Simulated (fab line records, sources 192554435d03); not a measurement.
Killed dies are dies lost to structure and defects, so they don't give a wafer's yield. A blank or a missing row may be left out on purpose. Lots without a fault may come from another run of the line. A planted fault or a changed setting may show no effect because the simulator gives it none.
Chamber matching | flow n5_finfet | N5_BEOL_M4_ETCH_63 on rie_diel-02: 4 sister chambers
The step etches SiARC in CF4, target depth 15.6 nm, time 26 s. 16 wafers are shown with their chamber, then 8 later ones without.

WAFERS WITH THEIR CHAMBER
wafer  | chamber | drypump_motor_current_A (A) | etch_rf_on_time_s (s) | showerhead_plenum_p_Torr (Torr)
L075.1 | 0       | 5.6                         | 25.6                  | 2.04
L075.5 | 0       | 5.6                         | 26.3                  | 2.04
L075.6 | 1       | 5.3                         | 27.4                  | 2.04
L078.3 | 1       | 5.4                         | 27.5                  | 2.04
L078.5 | 1       | 5.4                         | 27.7                  | 2.04
L078.6 | 0       | 5.6                         | 26.2                  | 2.04
L082.1 | 2       | 5.4                         | 26.2                  | 2.27
L082.2 | 0       | 5.6                         | 26.3                  | 2.04
L082.5 | 1       | 5.4                         | 27.4                  | 2.04
L085.2 | 3       | 6.5                         | 26.2                  | 2.04
L085.3 | 2       | 5.4                         | 26.3                  | 2.27
L085.5 | 2       | 5.4                         | 26.4                  | 2.27
L091.1 | 1       | 5.4                         | 27.1                  | 2.29
L091.2 | 3       | 6.6                         | 26.0                  | 2.03
L091.5 | 2       | 5.4                         | 26.0                  | 2.26
L092.1 | 1       | 5.4                         | 27.3                  | 2.29

SIGNATURES (means of the wafers above)
reading                  | chamber 0 | chamber 1 | chamber 2 | chamber 3 | scatter within a chamber
drypump_motor_current_A  | 5.600     | 5.383     | 5.400     | 6.550     | 0.0333
etch_rf_on_time_s        | 26.100    | 27.400    | 26.225    | 26.100    | 0.232
showerhead_plenum_p_Torr | 2.0400    | 2.1233    | 2.2675    | 2.0350    | 0.0834
Rule: a wafer's distance from a chamber is the root of the sum, over the readings, of the square of ((its reading less the chamber's mean) divided by the reading's scatter). The wafer belongs to the nearest chamber; if the next one is less than 2 further off, it can't be placed. The scatter: the root of (the sum of the squares of (reading less its chamber's mean) over the shown wafers, divided by (wafers less chambers)).

WAFERS WITHOUT THEIR CHAMBER
wafer  | drypump_motor_current_A (A) | etch_rf_on_time_s (s) | showerhead_plenum_p_Torr (Torr)
L092.2 | 5.4                         | 26.3                  | 2.26
L092.3 | 6.5                         | 25.9                  | 2.03
L093.1 | 5.6                         | 25.8                  | 2.02
L093.4 | 5.4                         | 26.1                  | 2.26
L093.5 | 5.6                         | 26.2                  | 2.02
L096.2 | 5.4                         | 26.4                  | 2.26
L096.3 | 5.6                         | 25.8                  | 2.02
L096.6 | 5.4                         | 26.2                  | 2.26

WHICH CHAMBER EACH WENT THROUGH
wafer  | from the rows above | in truth
L092.2 | 2                   | 2
L092.3 | 3                   | 3
L093.1 | 0                   | 0
L093.4 | 2                   | 2
L093.5 | 0                   | 0
L096.2 | 2                   | 2
L096.3 | 0                   | 0
L096.6 | 2                   | 2
Placed correctly: 8 of 8. Can't be placed from these rows: 0. Placed wrongly: 0.
